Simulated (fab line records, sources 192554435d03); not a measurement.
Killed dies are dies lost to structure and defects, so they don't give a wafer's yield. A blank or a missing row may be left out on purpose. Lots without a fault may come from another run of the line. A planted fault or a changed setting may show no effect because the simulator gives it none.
A struck lot beside a sound one | flow n5_finfet | 43 steps out of a route of 1938
Sound: wafers L941.1, L941.2, L941.3. Struck: wafers L950.1, L950.3, L950.5. The cause comes at the end.
At each step with rows: each side's tool, then ch and its chambers, then its first start. Under that, the readings that differ: sound wafers | struck wafers | difference of the means | sigmas: that difference in standard deviations of wafers without a fault.
alike: readings whose means differ by less than 2 such deviations, and words and numbers that are the same on both sides. not compared: withheld readings, readings that some wafer has no value for, bounds like >300 that may hide the same value, and numbers for which the record gives no deviation and whose values overlap.
The two part at a step that has a row with sigmas, a row that says differs or no value, or rows on one side only. Numbers that don't overlap but have no deviation are shown without sigmas and don't part them. A reading that every wafer of one side lacks parts them only if that side has two wafers or more.

first, 11 steps without rows for these wafers: N5_DUMMY_GATE_ETCH_36 (etches SiARC in CF4, target depth 13 nm); N5_DUMMY_GATE_ETCH_37 (etches SOC in N2/H2, target depth 60 nm, overetch 30 nm); N5_DUMMY_GATE_STRIP_38 (strips in N2/H2); N5_DUMMY_GATE_STRIP_39 (strips in N2/H2); N5_DUMMY_GATE_TRIM_49 (chemistry O2, time 29 s, target cd 14 nm); N5_DUMMY_GATE_STRIP_40 (strips in CF4); N5_DUMMY_GATE_ETCH_31 (etches SiO2 in C4F6/O2, target depth 82.5 nm, time 27.5 s); N5_DUMMY_GATE_STRIP_41 (strips in O2); N5_DUMMY_GATE_HM_OPEN_21 (chemistry CH3F/O2, target SiNx, target depth 120 nm, time 171.4 s); N5_DUMMY_GATE_ETCH_32 (etches SiO2 in CF4, target depth 3.5 nm, time 3.9 s); N5_DUMMY_GATE_ETCH_23 (etches poly-Si in HBr/Cl2/O2, target depth 41 nm, time 22.3 s).
N5_DUMMY_GATE_ETCH_44: etches poly-Si in HBr/O2, stops on SiO2, target depth 127.5 nm.
  sound on rie_si-06 ch 0,1,3, day 3 23:49; struck on rie_si-06 ch 0,1,3, day 6 07:24
  alike: HBr_flow_sccm, bias_w, drypump_motor_current_A, he_backside_leak_sccm, oes_product_au, throttle_valve_pct
  not compared: rf_hours_counter_h
then, 10 steps without rows for these wafers: N5_DUMMY_GATE_ETCH_42 (etches SiO2 in CHF3/O2, target depth 3.5 nm, time 31 s); N5_DUMMY_GATE_STRIP_48 (strips in N2/H2, time 20 s); N5_DUMMY_GATE_PRECLEAN_33 (cleans in dHF, time 10 s); N5_DUMMY_GATE_PRECLEAN_25 (cleans in O3/DIW, time 45 s); N5_DUMMY_GATE_PRECLEAN_51 (cleans in SC2, time 45 s); N5_DUMMY_GATE_SRD_26 (time 30 s); N5_DUMMY_GATE_UV_OZONE_45 (time 120 s); N5_SPACER0_ALD_07 (deposits SiNx, target thk 2 nm); N5_SPACER0_ALD_00 (deposits SiOCN, target thk 3.5 nm, pulse time 3 s, purge time 2 s); N5_SPACER0_ALD_08 (deposits SiNx, target thk 2 nm).
N5_SPACER0_INSPECT_04: inspects for defects (darkfield).
  sound on defect_inspect-02, day 4 00:49; struck on defect_inspect-01, day 6 08:28
  reading          | sound       | struck      | difference | sigmas
  raw_defect_count | 102 114 141 | 342 375 377 | +246       | +7
then, 8 steps without rows for these wafers: N5_SD_EPI_N_COAT_32 (time 60 s, resist thk 350 nm); N5_SD_EPI_N_COAT_33 (time 60 s, resist thk 35 nm); N5_SD_EPI_N_COAT_03 (resist thk 150 nm); N5_SD_EPI_N_EBR_05; N5_SD_EPI_N_SOFTBAKE_04 (time 60 s); N5_SD_EPI_N_EXPOSE_06 (exposes mask SD N BLK, target cd 120 nm); N5_SD_EPI_N_PEB_07 (peb time 60 s); N5_SD_EPI_N_DEVELOP_08 (develop time 30 s).
N5_SD_EPI_N_INSPECT_11: inspects for defects (macro).
  sound on defect_inspect-02, day 4 01:16; struck on defect_inspect-02, day 6 08:47
  reading          | sound | struck      | difference | sigmas
  raw_defect_count | 4 0 4 | 238 266 257 | +251       | +99 or more
then, 5 steps without rows for these wafers: N5_SD_EPI_N_DESCUM_14 (chemistry O2, time 7.9 s); N5_SD_EPI_N_ETCH_34 (etches SiARC in CF4, target depth 45.5 nm, time 75.8 s); N5_SD_EPI_N_ETCH_35 (etches SOC in N2/H2, overetch 108 nm, time 486 s); N5_SD_EPI_N_STRIP_36 (strips in N2/H2); N5_SD_EPI_N_ETCHBACK_44 (etches SiNx in CH3F/O2, stops on SiO2, target depth 14.5 nm).
N5_SD_EPI_N_INSPECT_26: inspects for defects (darkfield).
  sound on defect_inspect-02, day 4 06:00; struck on defect_inspect-01, day 6 13:11
  reading          | sound       | struck      | difference | sigmas
  raw_defect_count | 150 155 187 | 389 417 449 | +254       | +6
N5_SD_EPI_P_INSPECT_11: inspects for defects (macro).
  sound on defect_inspect-02, day 4 06:27; struck on defect_inspect-01, day 6 13:39
  reading          | sound | struck      | difference | sigmas
  raw_defect_count | 0 0 4 | 235 278 254 | +254       | +99 or more
N5_SD_EPI_P_INSPECT_26: inspects for defects (darkfield).
  sound on defect_inspect-01, day 4 10:13; struck on defect_inspect-02, day 6 17:32
  reading          | sound       | struck      | difference | sigmas
  raw_defect_count | 172 155 166 | 346 397 405 | +218       | +7
N5_SD_ACTIVATION_INSPECT_02: inspects for defects (darkfield).
  sound on defect_inspect-01, day 4 11:06; struck on defect_inspect-02, day 6 18:17
  reading          | sound       | struck      | difference | sigmas
  raw_defect_count | 163 150 172 | 344 423 408 | +230       | +7
-- the record jumps here: 9 days lie between the struck wafers' starts before and after (it left off in module SD_ACTIVATION and takes up again in module BEOL_M4, whose first step shown is number 1111 of the route) --
N5_BEOL_M4_RC_MEAS_101:
  sound on prober-01 ch 0, day 10 21:55; struck on prober-01 ch 0, day 15 10:29
  reading       | sound          | struck         | difference | sigmas
  SS_N (mV/dec) | 72.1 71.4 71.2 | 72.4 72.8 73.1 | +1.2       | +2
  alike: DIBL_N, DIBL_P, IOFF_N, IOFF_P, ION_N, ION_P, SS_P, VT_N, VT_P
-- the record jumps here: 5 days lie between the struck wafers' starts before and after (it left off in module BEOL_M4 and takes up again in module PASSIVATION, whose first step shown is number 1936 of the route) --
N5_PASSIVATION_PROBE_49:
  the record has rows for the struck wafers here (prober-02, day 20 12:20) and none for the sound ones

WHERE THEY PART
First at N5_SPACER0_INSPECT_04; last, within this record, at N5_PASSIVATION_PROBE_49.

WHY: what the simulator had put in
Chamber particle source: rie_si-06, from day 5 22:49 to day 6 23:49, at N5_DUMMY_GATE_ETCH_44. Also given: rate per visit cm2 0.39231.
